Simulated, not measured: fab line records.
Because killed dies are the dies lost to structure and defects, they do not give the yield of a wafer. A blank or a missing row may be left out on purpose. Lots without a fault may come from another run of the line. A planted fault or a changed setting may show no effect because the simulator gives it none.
8D (eight disciplines) problem report, filled in by code	flow nandHarc	the parts of the form that need people (team, actions taken, sign-off) are left out

== 1. THE PROBLEM ==
Wafers with no fault read 24 with a standard deviation of 8.7, whereas killedAtArray at NHARC_END_SORT_01 reads a mean of 676 on 1 wafer of 1 lot. That puts it +75 standard deviations away from the usual mean.
The first sign was on wafer L339.5 at day 25 04:34, on prober-01. The record holds 4 wafers of 2 lots with a number at this step. Rule for "out" (also "out of limits"): further than 4 standard deviations from the usual mean. All remaining wafers that have a number are taken as sound.

== 2. WHAT IT IS, AND WHAT IT ISN'T ==
question	is	is not
which readings at this step	killedAtArray, killedDies	killedAtOther, killedAtPeriphery, killedOpen, killedShort
which lots	L339	L326
which wafers of those lots	L339.5	L339.1, L339.6
read on which gauges	prober-01	prober-02
when	from day 25 04:34	up to then (2 sound wafers); but 1 sound wafer of L339 came after

== 3. THE SUSPECTS, EACH WITH WHAT RULES IT OUT ==
Counting: a tool at a process step up to the reading stays a suspect if it ran every lot that is out. Sound lots after the first of them don't rule it out here, since some wafers of a struck lot are sound.
- the gauge at NHARC_END_SORT_01 has been ruled out. All the wafers that are out were read on prober-01, but those of them that NHARC_A_WL_FILL_ETCHBACK_16 has rows for are out there too, on other tools.
- rieDiel-01 at NHARC_A_SLIT_DESCUM_14 (chemistry O2, time 3 s): kept. It ran the lot that is out, L339 (day 20 00:15).
- rtpAnneal-01 at NHARC_A_WL_FILL_RTA_01 (time 5 s): kept. The lot that is out, L339, ran on it at day 20 12:16; the last sound lot it ran before that was L326, at day 17 15:16.
- rieDiel-05 at NHARC_A_WL_FILL_ETCHBACK_16 (etches the open film in C4F8/O2/Ar, target depth 88 nm, time 17.6 s): kept. It ran the lot that is out, L339 (day 21 04:54). Its own readings are out on those wafers: oesProductAu.
- rieDiel-05 at NHARC_A_WL_FILL_STRIP_29 (strips in O2, time 20 s): kept. It ran the lot that is out, L339 (day 21 04:58).
- Within rieDiel-01 at NHARC_A_SLIT_DESCUM_14, the wafers that are out were processed in chamber 0 and their sound lot-mates in chamber 3.
- In rieDiel-05 at NHARC_A_WL_FILL_ETCHBACK_16, the wafers that are out were processed in chamber 0 and their sound lot-mates in chambers 2, 3.
- Within rieDiel-05 at NHARC_A_WL_FILL_STRIP_29, the wafers that are out were processed in chamber 2 and their sound lot-mates in chamber 1.
Left after counting: rieDiel-01 at NHARC_A_SLIT_DESCUM_14, rtpAnneal-01 at NHARC_A_WL_FILL_RTA_01, rieDiel-05 at NHARC_A_WL_FILL_ETCHBACK_16, rieDiel-05 at NHARC_A_WL_FILL_STRIP_29.

== 4. THE CAUSE (what the simulator had put in) ==
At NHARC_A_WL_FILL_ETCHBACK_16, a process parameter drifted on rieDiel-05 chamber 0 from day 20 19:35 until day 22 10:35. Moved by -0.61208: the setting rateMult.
This tool is one of the 4 suspects left after counting.

== 5. THE CHAIN OF EFFECTS, in route order ==
Each row: a reading whose mean over the struck wafers that have a number lies more than 3 standard deviations from the usual. Only readings for which the record gives a usual standard deviation are gone through. hours: the time from each lot's start at the first step in this table that gives one to its start at this step, as a median over the lots. sigmas: the change in usual standard deviations.
hours	step	reading	usual	on struck wafers	change	sigmas
0	NHARC_A_WL_FILL_ETCHBACK_16	oesProductAu	0.99 a.u.	0.59	-0.40	-13
96	NHARC_END_SORT_01	killedAtArray	24	676	+652	+75
96	NHARC_END_SORT_01	killedDies	28	677	+649	+73
The process steps in it:
- NHARC_A_WL_FILL_ETCHBACK_16: etches the open film in C4F8/O2/Ar, target depth 88 nm, time 17.6 s.

== 6. HOW IT WOULD HAVE BEEN CAUGHT EARLIER ==
105 hours passed between the start of the fault at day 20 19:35 and the first reading out of limits at a measuring or inspecting step in this record, taken at day 25 04:34.
The tool's own readings at NHARC_A_WL_FILL_ETCHBACK_16 were out on every struck wafer that the step has a row for (oesProductAu): an alarm limit on them would have fired on the first of those.
By day 25 04:34 the whole set of lots that are out, 1 in number, had already begun NHARC_A_WL_FILL_ETCHBACK_16 on rieDiel-05. Tool hold at that time: it would have spared none of them.
